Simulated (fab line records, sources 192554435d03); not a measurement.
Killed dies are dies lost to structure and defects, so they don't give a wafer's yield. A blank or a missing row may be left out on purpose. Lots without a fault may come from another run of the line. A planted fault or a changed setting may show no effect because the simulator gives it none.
Split-lot experiment | flow n5_finfet | 7 lots, 21 wafers read, on a route of 1938 steps

THE SPLIT
At N5_BEOL_M6_COAT_64 (time 60 s, resist thk 12 nm), the setting spin_rpm was moved away from the recipe's 1500 rpm on 8 of the 21 wafers read, by -9.3% to +10.7%. The other wafers ran this setting at the recipe's value.

FROM THE SPLIT TO THE READING: what the file shows between them, 4 steps
- N5_BEOL_M6_COAT_71: time 60 s, resist thk 5 nm
- N5_BEOL_M6_COAT_22: resist thk 30 nm
- N5_BEOL_M6_DESCUM_33: chemistry O2, time 7 s
- N5_BEOL_M6_ETCH_72: etches underlayer in N2/H2, target depth 6.5 nm, time 5.2 s

THE READING
etch.depth_nm (the simulator's own value, which no gauge read), in nm, at N5_BEOL_M6_ETCH_65 (etches SiARC in CF4, target depth 15.6 nm, time 26 s). The file gives no usual value for it. The 13 wafers here that ran the recipe average 11.98 nm, standard deviation 0.023 nm.

wafer  | tool, chamber at the split | spin_rpm as run, rpm | against the recipe | etch.depth_nm, nm | against lot-mates on the recipe
L076.3 | litho_track-05, 0          | 1661                 | +10.7%             | 11.42             | -0.59
L076.4 | litho_track-05, 0          | 1661                 | +10.7%             | 11.42             | -0.59
L076.6 | litho_track-05, 0          | 1500                 | recipe             | 12.01             | -
L078.2 | litho_track-04, 0          | 1500                 | recipe             | 11.96             | -
L078.5 | litho_track-04, 0          | 1500                 | recipe             | 11.96             | -
L078.3 | litho_track-04, 0          | 1500                 | recipe             | 11.99             | -
L081.1 | litho_track-01, 0          | 1500                 | recipe             | 11.98             | -
L081.5 | litho_track-01, 0          | 1500                 | recipe             | 11.95             | -
L081.6 | litho_track-01, 0          | 1500                 | recipe             | 11.97             | -
L082.1 | litho_track-05, 0          | 1500                 | recipe             | 11.98             | -
L082.5 | litho_track-05, 0          | 1500                 | recipe             | 11.98             | -
L082.4 | litho_track-05, 0          | 1500                 | recipe             | 12.01             | -
L083.1 | litho_track-01, 0          | 1500                 | recipe             | 11.93             | -
L083.4 | litho_track-01, 0          | 1594                 | +6.3%              | 11.59             | -0.34
L083.6 | litho_track-01, 0          | 1594                 | +6.3%              | 11.59             | -0.34
L088.1 | litho_track-05, 0          | 1598                 | +6.5%              | 11.69             | -0.32
L088.2 | litho_track-05, 0          | 1500                 | recipe             | 12.01             | -
L088.6 | litho_track-05, 0          | 1598                 | +6.5%              | 11.64             | -0.37
L093.1 | litho_track-05, 0          | 1360                 | -9.3%              | 12.63             | +0.65
L093.4 | litho_track-05, 0          | 1360                 | -9.3%              | 12.61             | +0.63
L093.5 | litho_track-05, 0          | 1500                 | recipe             | 11.98             | -

THE FIT
A straight line over all 21 wafers: etch.depth_nm changes by -0.0589 nm for each +1% of spin_rpm; r = -0.99; the points scatter about the line by 0.045 nm.
The same after taking each lot's own level away (the mean of its wafers on the recipe; 21 wafers): -0.0597 nm for each +1%; r = -0.99; scatter 0.032 nm.
On that fit, the largest move of spin_rpm shifts the reading by 0.64 nm.
The lots' own levels span 11.930 to 12.010 nm, that is 3.4 times the standard deviation above.
So the lot-to-lot level changes the slope little: the two slopes agree.
Check: with one of the wafers moved furthest among these (+10.7%) left out of the fit, the line predicts -0.629 nm for it against its lot-mates. It came out at -0.59 nm against them.

THE WHOLE CHAIN: every reading that the file lists as answering this split, in the file's order
step               | what it does                                         | reading                                                                          | change (the file's fit)                | r (the file's)
N5_BEOL_M6_COAT_64 | time 60 s, resist thk 12 nm                          | SiARC_of_BEOL_M6_COAT_64.thk_nm (the simulator's own value, which no gauge read) | -0.0604 nm for each +1% of the setting | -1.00
N5_BEOL_M6_ETCH_65 | etches SiARC in CF4, target depth 15.6 nm, time 26 s | etch.depth_nm (the simulator's own value, which no gauge read)                   | -0.0586 nm for each +1% of the setting | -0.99

THE FILE'S OWN FIT
etch.depth_nm changes by -0.0586 nm for each +1% of spin_rpm, r = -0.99.
